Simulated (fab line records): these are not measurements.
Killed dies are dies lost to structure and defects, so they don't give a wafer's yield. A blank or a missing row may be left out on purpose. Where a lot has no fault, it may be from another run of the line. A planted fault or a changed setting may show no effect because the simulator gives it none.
Which tool was responsible? | flow nand harc | 33 wafers from 11 lots sampled at 6 of the route's 1302 steps

WHAT THE GAUGES READ, wafer by wafer
NHARC_THIN_TSV_CD_MEAS_12 targets a cd of 1000 nm.
lot  | measured     | on        | cd nm (nm)
L310 | day 24 20:14 | cd sem-02 | 995.9 996.4 997.4
L313 | day 25 13:29 | cd sem-01 | 1000.3 1000.5 998.9
L312 | day 25 19:08 | cd sem-02 | 1000.0 999.0 998.0
L315 | day 26 00:31 | cd sem-01 | 998.4 998.1 996.1
L320 | day 28 06:24 | cd sem-01 | 998.8 1000.2 999.1
L329 | day 31 15:14 | cd sem-02 | 995.9 995.2 998.8
L327 | day 31 16:31 | cd sem-01 | 1001.3 999.8 1002.6
L328 | day 32 02:41 | cd sem-02 | 997.6 995.8 997.0
L330 | day 32 03:53 | cd sem-02 | 1000.2 998.0 996.4
L331 | day 32 16:20 | cd sem-01 | 995.6 996.9 996.4
L332 | day 33 15:24 | cd sem-01 | 1001.2 1003.0 1002.5

NHARC_THIN_TSV_INSPECT_40.
lot  | measured     | on                | raw defect count
L310 | day 25 08:10 | defect inspect-02 | 504 546 517
L313 | day 26 01:23 | defect inspect-01 | 485 595 533
L312 | day 26 10:28 | defect inspect-02 | 422 500 422
L315 | day 26 10:28 | defect inspect-01 | 493 616 633
L320 | day 28 17:14 | defect inspect-02 | 616 1219 549 643 1234 556
L329 | day 32 03:04 | defect inspect-02 | 447 512 433
L327 | day 32 03:04 | defect inspect-01 | 520 494 420
L328 | day 32 14:42 | defect inspect-01 | 477 604 647
L330 | day 32 14:43 | defect inspect-01 | 682 518 525
L331 | day 33 04:25 | defect inspect-01 | 642 623 555
L332 | day 34 03:08 | defect inspect-02 | 499 590 548

NHARC_END_SORT_01.
lot  | measured     | on        | defect limited yield (%) | killed at array | killed at other | killed at periphery | killed dies | killed open | killed short | sort_bin_2_pct (%) | sort_bin_3_pct (%) | sort_bin_4_pct (%) | sort n pass | sort rim yield pct (%) | sort yield pct (%)
L310 | day 25 11:13 | prober-02 | 92.8 89.7 91.1           | 39 64 52        | 0 0 0           | 10 6 8              | 49 70 60    | 0 3 2       | 2 0 2        | 3.4 4.3 3.4        | 0.4 0.4 0.3        | 3.4 5.6 5.2        | 628 607 617 | 90 85 92               | 92.8 89.7 91.1
L313 | day 26 05:13 | prober-02 | 93.1 94.4 95.3           | 42 34 27        | 0 0 0           | 5 4 5               | 47 38 32    | 2 5 3       | 6 3 1        | 2.2 1.0 1.2        | 0.3 0.3 0.4        | 4.4 4.3 3.1        | 630 639 645 | 97 97 93               | 93.1 94.4 95.3
L312 | day 26 14:17 | prober-02 | 96.3 95.0 94.7           | 15 17 21        | 2 3 1           | 8 14 14             | 25 34 36    | 4 2 5       | 3 2 3        | 0.4 1.2 1.3        | 0.1 0.6 0.1        | 3.1 3.2 3.8        | 652 643 641 | 97 94 92               | 96.3 95.0 94.7
L315 | day 26 21:13 | prober-02 | 90.3 88.9 90.4           | 62 69 61        | 2 1 1           | 2 5 3               | 66 75 65    | 0 3 3       | 3 2 6        | 4.4 3.0 3.4        | 0.7 0.9 0.6        | 4.6 7.2 5.6        | 611 602 612 | 91 96 82               | 90.3 88.9 90.4
L320 | day 29 06:18 | prober-01 | 96.6 81.1 96.0           | 20 23 25        | 0 102 0         | 3 3 2               | 23 128 27   | 4 4 5       | 4 4 3        | 0.4 8.6 0.7        | 0.1 4.1 0.1        | 2.8 6.2 3.1        | 654 549 650 | 92 96 94               | 96.6 81.1 96.0
L329 | day 32 06:07 | prober-02 | 94.2 94.7 94.7           | 33 29 27        | 0 0 2           | 6 7 7               | 39 36 36    | 2 3 2       | 5 0 2        | 2.1 1.6 1.9        | 0 0.1 0.1          | 3.7 3.5 3.2        | 638 641 641 | 92 97 96               | 94.2 94.7 94.7
L327 | day 32 06:57 | prober-01 | 91.0 92.8 91.1           | 53 42 59        | 3 0 0           | 5 7 1               | 61 49 60    | 3 2 1       | 1 3 0        | 2.5 2.8 3.7        | 0.3 0.6 0.4        | 6.2 3.8 4.7        | 616 628 617 | 89 88 96               | 91.0 92.8 91.1
L328 | day 32 18:35 | prober-01 | 92.8 91.7 92.2           | 40 51 45        | 0 1 0           | 9 4 8               | 49 56 53    | 5 5 4       | 2 1 3        | 2.4 3.8 2.1        | 0.3 0.9 0.6        | 4.6 3.5 5.2        | 628 621 624 | 85 92 86               | 92.8 91.7 92.2
L330 | day 33 02:23 | prober-01 | 89.5 89.4 91.1           | 66 65 54        | 0 0 0           | 5 7 6               | 71 72 60    | 5 1 4       | 4 4 4        | 2.7 3.4 3.8        | 0.4 1.3 0.7        | 7.4 5.9 4.3        | 606 605 617 | 91 93 88               | 89.5 89.4 91.1
L331 | day 33 07:29 | prober-02 | 89.7 89.8 94.4           | 67 66 33        | 0 0 0           | 3 3 5               | 70 69 38    | 4 3 4       | 3 4 2        | 3.7 2.2 2.5        | 1.0 0.7 0.1        | 5.6 7.2 3.0        | 607 608 639 | 88 89 88               | 89.7 89.8 94.4
L332 | day 34 06:12 | prober-02 | 94.2 90.3 92.3           | 36 62 50        | 0 3 1           | 3 1 1               | 39 66 52    | 2 1 2       | 2 2 3        | 2.1 4.3 2.2        | 0.6 0.9 0.7        | 3.1 4.6 4.7        | 638 611 625 | 91 98 91               | 94.2 90.3 92.3

TOOL THAT RAN EACH LOT (tool first, then ch and the chambers of the sampled wafers, then the start)
lot  | NHARC_THIN_TSV_DESCUM_14           | NHARC_THIN_TSV_PRE_CLEAN_50             | NHARC_THIN_TSV_ETCH_59
L310 | rie diel-07 ch 0,1,2, day 24 20:23 | pvd sputter-02, day 25 02:28 or earlier | rie metal-02 ch 0,1, day 25 02:28
L313 | rie diel-09 ch 0,1,2, day 25 13:40 | pvd sputter-03, day 25 19:44 or earlier | rie metal-02 ch 0,1, day 25 19:44
L312 | rie diel-05 ch 1,3, day 25 19:19   | pvd sputter-02, day 26 01:53 or earlier | rie metal-03 ch 0,1, day 26 01:53
L315 | rie diel-05 ch 0,2,3, day 26 00:42 | pvd sputter-03, day 26 06:58 or earlier | rie metal-02 ch 0,1, day 26 06:58
L320 | rie diel-09 ch 0,2,3, day 28 06:34 | pvd sputter-03, day 28 12:49 or earlier | rie metal-02 ch 0,1, day 28 12:49
L329 | rie diel-09 ch 0,1,2, day 31 15:24 | pvd sputter-01, day 31 21:22 or earlier | rie metal-01 ch 0,1, day 31 21:22
L327 | rie diel-05 ch 1,2, day 31 16:41   | pvd sputter-01, day 31 22:35 or earlier | rie metal-03 ch 0,1, day 31 22:35
L328 | rie diel-07 ch 0,1,2, day 32 02:51 | pvd sputter-03, day 32 08:58 or earlier | rie metal-03 ch 0,1, day 32 08:58
L330 | rie diel-09 ch 2,3, day 32 04:03   | pvd sputter-02, day 32 09:59 or earlier | rie metal-02 ch 0,1, day 32 09:59
L331 | rie diel-07 ch 0,2,3, day 32 16:31 | pvd sputter-02, day 32 22:36 or earlier | rie metal-02 ch 0,1, day 32 22:36
L332 | rie diel-05 ch 0,2,3, day 33 15:34 | pvd sputter-03, day 33 21:37 or earlier | rie metal-01 ch 0,1, day 33 21:37
- NHARC_THIN_TSV_DESCUM_14: chemistry O2, time 3 s.
- NHARC_THIN_TSV_PRE_CLEAN_50: time 30 s.
- NHARC_THIN_TSV_ETCH_59: etches the open film in Cl2/BCl3, target depth 880 nm, time 138.1 s.

AS READ BY THE TOOLS THEMSELVES (means over the sampled wafers that have a number; for cases with no such wafer, the mark the record gives instead)
NHARC_THIN_TSV_DESCUM_14.
lot  | tool        | drypump motor current A (A) | oes product au (a.u.) | rf vpp V (V) | showerhead plenum p Torr (Torr) | throttle valve pct (%)
L310 | rie diel-07 | 5.8                         | 0.995                 | 58.4         | 1.90                            | 11.309
L313 | rie diel-09 | 6.3                         | 0.995                 | 57.9         | 1.82                            | 11.312
L312 | rie diel-05 | 5.5                         | 1.005                 | 59.0         | 1.90                            | 11.309
L315 | rie diel-05 | 5.9                         | 1.000                 | 58.2         | 1.94                            | 11.314
L320 | rie diel-09 | 6.4                         | 1.000                 | 57.4         | 1.84                            | 11.314
L329 | rie diel-09 | 6.3                         | 1.004                 | 56.6         | 1.81                            | 11.312
L327 | rie diel-05 | 6.0                         | 1.009                 | 58.9         | 1.97                            | 11.313
L328 | rie diel-07 | 5.8                         | 1.001                 | 57.3         | 1.90                            | 11.303
L330 | rie diel-09 | 6.1                         | 0.999                 | 57.1         | 1.86                            | 11.309
L331 | rie diel-07 | 5.9                         | 0.998                 | 57.0         | 1.92                            | 11.305
L332 | rie diel-05 | 5.9                         | 1.000                 | 57.7         | 1.93                            | 11.312

NHARC_THIN_TSV_PRE_CLEAN_50.
lot  | tool           | heater power w (W)
L310 | pvd sputter-02 | 372
L313 | pvd sputter-03 | 396
L312 | pvd sputter-02 | 384
L315 | pvd sputter-03 | 414
L320 | pvd sputter-03 | 432
L329 | pvd sputter-01 | 399
L327 | pvd sputter-01 | 404
L328 | pvd sputter-03 | 403
L330 | pvd sputter-02 | 354
L331 | pvd sputter-02 | 358
L332 | pvd sputter-03 | 410

NHARC_THIN_TSV_ETCH_59.
lot  | tool         | drypump motor current A (A) | oes product au (a.u.) | throttle valve pct (%)
L310 | rie metal-02 | 6.2                         | 0.986                 | 22.264
L313 | rie metal-02 | 6.2                         | 0.990                 | 22.267
L312 | rie metal-03 | 5.7                         | 0.995                 | 22.270
L315 | rie metal-02 | 6.2                         | 0.986                 | 22.265
L320 | rie metal-02 | 6.1                         | 0.991                 | 22.258
L329 | rie metal-01 | 5.1                         | 1.004                 | 22.267
L327 | rie metal-03 | 6.2                         | 0.989                 | 22.266
L328 | rie metal-03 | 5.7                         | 0.994                 | 22.260
L330 | rie metal-02 | 6.2                         | 0.985                 | 22.264
L331 | rie metal-02 | 6.2                         | 0.979                 | 22.263
L332 | rie metal-01 | 5.2                         | 1.003                 | 22.259

THE ANSWER, worked out from the rows above alone
Rule: the usual values come from the lots themselves. Put in order of their means at a reading, lots are off if they are a third of the lots or fewer, leave a main group of 4 or more, and stand apart from it by a gap of 3 or more times the standard deviation of the main group's means; of several such gaps the widest counts. The tables above print the reading to a certain number of digits; a main group whose means all agree to those digits is not used. A lot without any number at a reading at which 4 lots or more have one is off too. Any other lot the step has rows for is counted as sound. First the gauges in route order, then the tools' own readings, where a lot's mean is used as printed above. The first step at which some lot is off is used, and at that step the reading that is off furthest; a lot without a number counts as furthest.
Off at NHARC_THIN_TSV_INSPECT_40 (raw defect count): L320. Main group: mean 533, sd 52.
A tool fits if, at a process step before that reading, it ran every lot that is off, and no sound lot after the first of them. Not tried: the gauges at NHARC_THIN_TSV_INSPECT_40; whatever is off there is also off at NHARC_END_SORT_01, on other tools, and gauge error can't account for it. Because NHARC_THIN_TSV_PRE_CLEAN_50 lacks a start for some lots, the hours and order of its lots are taken from NHARC_THIN_TSV_ETCH_59. No candidate that was tried fits.

WHAT THE SIMULATOR PUT IN
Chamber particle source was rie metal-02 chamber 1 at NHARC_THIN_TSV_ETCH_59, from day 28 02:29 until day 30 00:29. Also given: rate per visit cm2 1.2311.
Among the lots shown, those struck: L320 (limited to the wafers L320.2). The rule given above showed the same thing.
